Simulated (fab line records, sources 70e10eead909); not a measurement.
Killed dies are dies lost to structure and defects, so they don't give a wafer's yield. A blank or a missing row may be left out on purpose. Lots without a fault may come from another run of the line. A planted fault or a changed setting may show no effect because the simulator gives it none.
A struck lot beside a sound one | flow nand_harc | 30 steps out of a route of 1302
Sound: wafers L861.3, L861.4, L861.5. Struck: wafers L872.1, L872.5. (L872.4 of the same lot was not struck and is left out.) The cause comes at the end.
At each step with rows: each side's tool, then ch and its chambers, then its first start. Under that, the readings that differ: sound wafers | struck wafers | difference of the means | sigmas: that difference in standard deviations of wafers without a fault.
alike: readings whose means differ by less than 2 such deviations, and words and numbers that are the same on both sides. not compared: withheld readings, readings that some wafer has no value for, bounds like >300 that may hide the same value, and numbers for which the record gives no deviation and whose values overlap.
The two part at a step that has a row with sigmas, a row that says differs or no value, or rows on one side only. Numbers that don't overlap but have no deviation are shown without sigmas and don't part them. A reading that every wafer of one side lacks parts them only if that side has two wafers or more.

first, 2 steps without rows for these wafers: NHARC_A_CHANNEL_HOLE_D2_PEB_08 (peb time 65 s); NHARC_A_CHANNEL_HOLE_D2_DEVELOP_09 (develop time 35 s).
NHARC_A_CHANNEL_HOLE_D2_CD_MEAS_10: target cd 100 nm.
  sound on cd_sem-03 ch 0, day 12 20:13; struck on cd_sem-02 ch 0, day 17 21:01
  alike: cd_nm
NHARC_A_CHANNEL_HOLE_D2_OVL_MEAS_11:
  sound on overlay-01, day 12 20:17; struck on overlay-01, day 17 21:06
  alike: overlay_x_nm, overlay_y_nm
NHARC_A_CHANNEL_HOLE_D2_INSPECT_12:
  sound on defect_inspect-01, day 12 20:20; struck on defect_inspect-01, day 17 21:08
  alike: raw_defect_count
NHARC_A_CHANNEL_HOLE_D2_DESCUM_15: chemistry O2, time 3 s.
  sound on rie_diel-09 ch 0,1,3, day 12 20:24; struck on rie_diel-05 ch 0,3, day 17 21:13
  alike: drypump_motor_current_A, oes_product_au, rf_vpp_V, showerhead_plenum_p_Torr, throttle_valve_pct
  not compared: rf_hours_counter_h
NHARC_A_CHANNEL_HOLE_D2_ETCH_38: etches the open film in CF4, target depth 39 nm, time 65 s.
  sound on rie_diel-09 ch 0,1,2, day 12 20:29; struck on rie_diel-05 ch 2,3, day 17 21:17
  reading                         | sound          | struck    | difference | sigmas
  showerhead_plenum_p_Torr (Torr) | 1.70 1.75 1.71 | 1.86 1.88 | +0.15      | +2
  alike: drypump_motor_current_A, oes_product_au, rf_vpp_V, throttle_valve_pct
  not compared: rf_hours_counter_h
NHARC_A_CHANNEL_HOLE_D2_ETCH_39: etches the open film in N2/H2, target depth 260 nm, time 325 s.
  sound on rie_diel-09 ch 0,3; struck on rie_diel-05 ch 1,3
  reading                     | sound       | struck  | difference | sigmas
  drypump_motor_current_A (A) | 5.8 4.9 5.0 | 6.3 6.3 | +1.1       | +2
  alike: oes_product_au, rf_vpp_V, showerhead_plenum_p_Torr, throttle_valve_pct
  not compared: rf_hours_counter_h
then, 2 steps without rows for these wafers: NHARC_A_CHANNEL_HOLE_D2_ETCH_34 (etches the open film in CF4/CHF3, target depth 154 nm, time 77 s); NHARC_A_CHANNEL_HOLE_D2_ETCH_16 (etches the open film in O2/COS, target depth 3100 nm, time 806 s).
NHARC_A_CHANNEL_HOLE_D2_CD_MEAS_18:
  sound on cd_sem-03, day 12 21:30; struck on cd_sem-01, day 17 22:19
  alike: cd_nm
then, 1 step without rows for these wafers: NHARC_A_CHANNEL_HOLE_D2_ETCH_19 (etches the open film in C4F8/O2/Ar, time 34.5 s).
NHARC_A_CHANNEL_HOLE_D2_ETCH_20: etches the open film in C4F8/O2/Ar, time 361.9 s, target depth 1600 nm.
  sound on har_etch-01 ch 0,1, day 13 02:30; struck on har_etch-02 ch 0, day 18 01:01
  reading                         | sound          | struck    | difference | sigmas
  showerhead_plenum_p_Torr (Torr) | 3.70 3.70 3.70 | 3.93 3.93 | +0.23      | +3
  alike: drypump_motor_current_A, throttle_valve_pct
  not compared: rf_hours_counter_h
then, 5 steps without rows for these wafers: NHARC_A_CHANNEL_HOLE_D2_ETCH_21 (etches the open film in C4F8/O2/Ar, time 514.3 s, target depth 1600 nm); NHARC_A_CHANNEL_HOLE_D2_ETCH_22 (etches the open film in C4F8/O2/Ar, time 666.7 s, target depth 1600 nm); NHARC_A_CHANNEL_HOLE_D2_ETCH_23 (etches the open film in C4F8/O2/Ar, time 819 s, target depth 1600 nm); NHARC_A_CHANNEL_HOLE_D2_ETCH_24 (etches the open film in C4F8/O2/Ar, time 906.2 s, target depth 1500 nm); NHARC_A_CHANNEL_HOLE_D2_ETCH_25 (etches the open film in C4F8/O2/Ar, time 1040.2 s, target depth 1500 nm).
NHARC_A_CHANNEL_HOLE_D2_ETCH_26: etches the open film in C4F8/O2/Ar, time 224.1 s, target depth 300 nm.
  sound on har_etch-01 ch 0,1, day 13 06:07; struck on har_etch-02 ch 0, day 18 04:41
  reading                         | sound          | struck    | difference | sigmas
  showerhead_plenum_p_Torr (Torr) | 3.74 3.74 3.74 | 3.98 3.98 | +0.24      | +3
  alike: drypump_motor_current_A, throttle_valve_pct
  not compared: rf_hours_counter_h
NHARC_A_CHANNEL_HOLE_D2_ETCH_27: etches the open film in C4F8/O2/Ar, time 90 s, target depth 400 nm.
  sound on har_etch-01 ch 0,1, day 13 06:18; struck on har_etch-02 ch 0, day 18 04:53
  reading                         | sound          | struck    | difference | sigmas
  showerhead_plenum_p_Torr (Torr) | 3.74 3.74 3.74 | 3.97 3.97 | +0.23      | +3
  alike: drypump_motor_current_A, throttle_valve_pct
  not compared: rf_hours_counter_h
then, 7 steps without rows for these wafers: NHARC_A_CHANNEL_HOLE_D2_STRIP_41 (strips in N2/H2); NHARC_A_CHANNEL_HOLE_D2_STRIP_42 (strips in CF4/CHF3); NHARC_A_CHANNEL_HOLE_D2_STRIP_43 (strips in O2/COS); NHARC_A_CHANNEL_HOLE_D2_ETCH_44 (etches the open film in CF4/O2, target depth 140 nm, overetch 14 nm, time 77 s); NHARC_A_CHANNEL_HOLE_D2_STRIP_28 (strips in O2); NHARC_A_CHANNEL_HOLE_D2_PRECLEAN_29 (cleans in SC1); NHARC_A_CHANNEL_HOLE_D2_SRD_30.
NHARC_A_CHANNEL_HOLE_D2_CD_MEAS_31:
  sound on cd_sem-03, day 13 07:57; struck on cd_sem-01, day 18 06:24
  alike: cd_nm
NHARC_A_CHANNEL_HOLE_D2_XSEM_32:
  sound on xsem-01 ch 0, day 13 08:02; struck on xsem-01 ch 0, day 18 06:29
  reading     | sound          | struck      | difference | sigmas
  bow_nm (nm) | 9.02 8.98 8.95 | 11.84 11.93 | +2.90      | +11
  alike: bot_cd_nm, tilt_deg
NHARC_A_CHANNEL_HOLE_D2_INSPECT_40:
  sound on defect_inspect-01, day 13 08:08; struck on defect_inspect-02, day 18 06:35
  alike: raw_defect_count

WHERE THEY PART
First at NHARC_A_CHANNEL_HOLE_D2_ETCH_38; last, within this record, at NHARC_A_CHANNEL_HOLE_D2_XSEM_32. Later steps at which nothing parts them and some readings are alike: NHARC_A_CHANNEL_HOLE_D2_INSPECT_40.

WHY: what the simulator had put in
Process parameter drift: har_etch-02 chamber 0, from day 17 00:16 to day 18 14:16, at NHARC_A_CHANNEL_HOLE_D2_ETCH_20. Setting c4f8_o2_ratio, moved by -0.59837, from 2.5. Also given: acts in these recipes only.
